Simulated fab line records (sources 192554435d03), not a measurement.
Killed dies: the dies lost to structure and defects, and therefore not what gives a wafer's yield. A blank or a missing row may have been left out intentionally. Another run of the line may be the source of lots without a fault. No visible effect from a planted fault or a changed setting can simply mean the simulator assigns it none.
Split-lot trial / flow n5 finfet / 7 lots, 21 wafers read, on a route of 1938 steps

## SPLIT DETAILS
At N5_BEOL_M13_ETCH_68 (etches SOC in N2/H2, time 355 s), the setting time s was moved away from the recipe's 355 s on 10 of the 21 wafers read, by -15.3% to +15.1%. For the rest of the wafers, this setting stayed at what the recipe calls for.

Reading taken at the split's own step.

## THE READING
SiARC_of_BEOL_M13_COAT_66.thk nm (the simulator's own value, which no gauge read), in nm, at N5_BEOL_M13_ETCH_68 (etches SOC in N2/H2, time 355 s). There is no usual value for it anywhere in the file. Here, 11 wafers ran the recipe; their average is 77.2 nm with a standard deviation of 0.26 nm.

wafer=L080.2; tool, chamber at the split=rie diel-01, 1; time s as run, s=408.5; against the recipe=+15.1%; SiARC_of_BEOL_M13_COAT_66.thk nm, nm=71.8; against lot-mates on the recipe=-5.4
wafer=L080.4; tool, chamber at the split=rie diel-01, 0; time s as run, s=355; against the recipe=recipe; SiARC_of_BEOL_M13_COAT_66.thk nm, nm=77.2; against lot-mates on the recipe=-
wafer=L080.6; tool, chamber at the split=rie diel-01, 3; time s as run, s=408.5; against the recipe=+15.1%; SiARC_of_BEOL_M13_COAT_66.thk nm, nm=72; against lot-mates on the recipe=-5.2
wafer=L082.1; tool, chamber at the split=rie diel-01, 0; time s as run, s=318; against the recipe=-10.4%; SiARC_of_BEOL_M13_COAT_66.thk nm, nm=80.6; against lot-mates on the recipe=no lot-mate on the recipe
wafer=L082.2; tool, chamber at the split=rie diel-01, 2; time s as run, s=318; against the recipe=-10.4%; SiARC_of_BEOL_M13_COAT_66.thk nm, nm=80.8; against lot-mates on the recipe=no lot-mate on the recipe
wafer=L082.3; tool, chamber at the split=rie diel-01, 3; time s as run, s=318; against the recipe=-10.4%; SiARC_of_BEOL_M13_COAT_66.thk nm, nm=80.4; against lot-mates on the recipe=no lot-mate on the recipe
wafer=L083.1; tool, chamber at the split=rie diel-02, 2; time s as run, s=355; against the recipe=recipe; SiARC_of_BEOL_M13_COAT_66.thk nm, nm=77.2; against lot-mates on the recipe=-
wafer=L083.2; tool, chamber at the split=rie diel-02, 0; time s as run, s=306.8; against the recipe=-13.6%; SiARC_of_BEOL_M13_COAT_66.thk nm, nm=81.2; against lot-mates on the recipe=+4.0
wafer=L083.5; tool, chamber at the split=rie diel-02, 3; time s as run, s=306.8; against the recipe=-13.6%; SiARC_of_BEOL_M13_COAT_66.thk nm, nm=81.4; against lot-mates on the recipe=+4.2
wafer=L086.1; tool, chamber at the split=rie diel-01, 1; time s as run, s=355; against the recipe=recipe; SiARC_of_BEOL_M13_COAT_66.thk nm, nm=77; against lot-mates on the recipe=-
wafer=L086.3; tool, chamber at the split=rie diel-01, 0; time s as run, s=395.8; against the recipe=+11.5%; SiARC_of_BEOL_M13_COAT_66.thk nm, nm=73.6; against lot-mates on the recipe=-3.4
wafer=L086.6; tool, chamber at the split=rie diel-01, 3; time s as run, s=395.8; against the recipe=+11.5%; SiARC_of_BEOL_M13_COAT_66.thk nm, nm=73.4; against lot-mates on the recipe=-3.6
wafer=L091.2; tool, chamber at the split=rie diel-04, 2; time s as run, s=355; against the recipe=recipe; SiARC_of_BEOL_M13_COAT_66.thk nm, nm=77.4; against lot-mates on the recipe=-
wafer=L091.4; tool, chamber at the split=rie diel-04, 0; time s as run, s=355; against the recipe=recipe; SiARC_of_BEOL_M13_COAT_66.thk nm, nm=77.2; against lot-mates on the recipe=-
wafer=L091.6; tool, chamber at the split=rie diel-04, 1; time s as run, s=355; against the recipe=recipe; SiARC_of_BEOL_M13_COAT_66.thk nm, nm=77; against lot-mates on the recipe=-
wafer=L090.2; tool, chamber at the split=rie diel-01, 0; time s as run, s=355; against the recipe=recipe; SiARC_of_BEOL_M13_COAT_66.thk nm, nm=77; against lot-mates on the recipe=-
wafer=L090.4; tool, chamber at the split=rie diel-01, 3; time s as run, s=355; against the recipe=recipe; SiARC_of_BEOL_M13_COAT_66.thk nm, nm=76.8; against lot-mates on the recipe=-
wafer=L090.6; tool, chamber at the split=rie diel-01, 2; time s as run, s=355; against the recipe=recipe; SiARC_of_BEOL_M13_COAT_66.thk nm, nm=77.8; against lot-mates on the recipe=-
wafer=L094.3; tool, chamber at the split=rie diel-02, 0; time s as run, s=300.7; against the recipe=-15.3%; SiARC_of_BEOL_M13_COAT_66.thk nm, nm=82.4; against lot-mates on the recipe=+5.1
wafer=L094.5; tool, chamber at the split=rie diel-02, 3; time s as run, s=355; against the recipe=recipe; SiARC_of_BEOL_M13_COAT_66.thk nm, nm=77.4; against lot-mates on the recipe=-
wafer=L094.6; tool, chamber at the split=rie diel-02, 2; time s as run, s=355; against the recipe=recipe; SiARC_of_BEOL_M13_COAT_66.thk nm, nm=77.2; against lot-mates on the recipe=-

FIT RESULTS
A straight line over all 21 wafers: SiARC_of_BEOL_M13_COAT_66.thk nm changes by -0.33 nm for each +1% of time s; r = -1.00; the points scatter about the line by 0.27 nm.
The same after taking each lot's own level away (the mean of its wafers on the recipe; 18 wafers): -0.325 nm for each +1%; r = -1.00; scatter 0.29 nm.
That fit puts the effect of the largest move of time s on the reading at 5 nm.
The span of the lots' own levels, 77.00 to 77.30 nm, comes to 1.2 times the standard deviation stated above.
Consequently the slope shifts little with the lot-to-lot level, the two slopes agreeing.
Check: for one of the wafers moved furthest among these (-15.3%), held out of the fit, the line's prediction against its lot-mates is +4.86 nm. Against them it came out at +5.1 nm.

## FURTHER SPLITS ON THESE WAFERS
These wafers also went through other splits before the reading. Each is held against what the fit with the lots' levels taken away leaves over:
other split on the same wafers=N5_BEOL_M7_TRENCH_ETCH_37 time s; wafers away from the commonest value=9; r with SiARC_of_BEOL_M13_COAT_66.thk nm (lot level and that fit taken away)=+0.31
other split on the same wafers=N5_BEOL_M8_TRENCH_ETCH_37 bias w; wafers away from the commonest value=6; r with SiARC_of_BEOL_M13_COAT_66.thk nm (lot level and that fit taken away)=-0.18
other split on the same wafers=N5_BEOL_M9_COAT_05 spin rpm; wafers away from the commonest value=9; r with SiARC_of_BEOL_M13_COAT_66.thk nm (lot level and that fit taken away)=-0.32
other split on the same wafers=N5_BEOL_M9_ETCH_62 source w; wafers away from the commonest value=5; r with SiARC_of_BEOL_M13_COAT_66.thk nm (lot level and that fit taken away)=-0.41
other split on the same wafers=N5_BEOL_M10_ILD_DEP_00 time s; wafers away from the commonest value=5; r with SiARC_of_BEOL_M13_COAT_66.thk nm (lot level and that fit taken away)=+0.07
other split on the same wafers=N5_BEOL_M11_PECVD_70 temp c; wafers away from the commonest value=5; r with SiARC_of_BEOL_M13_COAT_66.thk nm (lot level and that fit taken away)=+0.22
other split on the same wafers=N5_BEOL_M11_HM_DEP_02 target thk a; wafers away from the commonest value=5; r with SiARC_of_BEOL_M13_COAT_66.thk nm (lot level and that fit taken away)=+0.27
other split on the same wafers=N5_BEOL_M13_COAT_58 spin rpm; wafers away from the commonest value=7; r with SiARC_of_BEOL_M13_COAT_66.thk nm (lot level and that fit taken away)=-0.36

## FILE'S OWN FIT
SiARC_of_BEOL_M13_COAT_66.thk nm changes by -0.326 nm for each +1% of time s, r = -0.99.
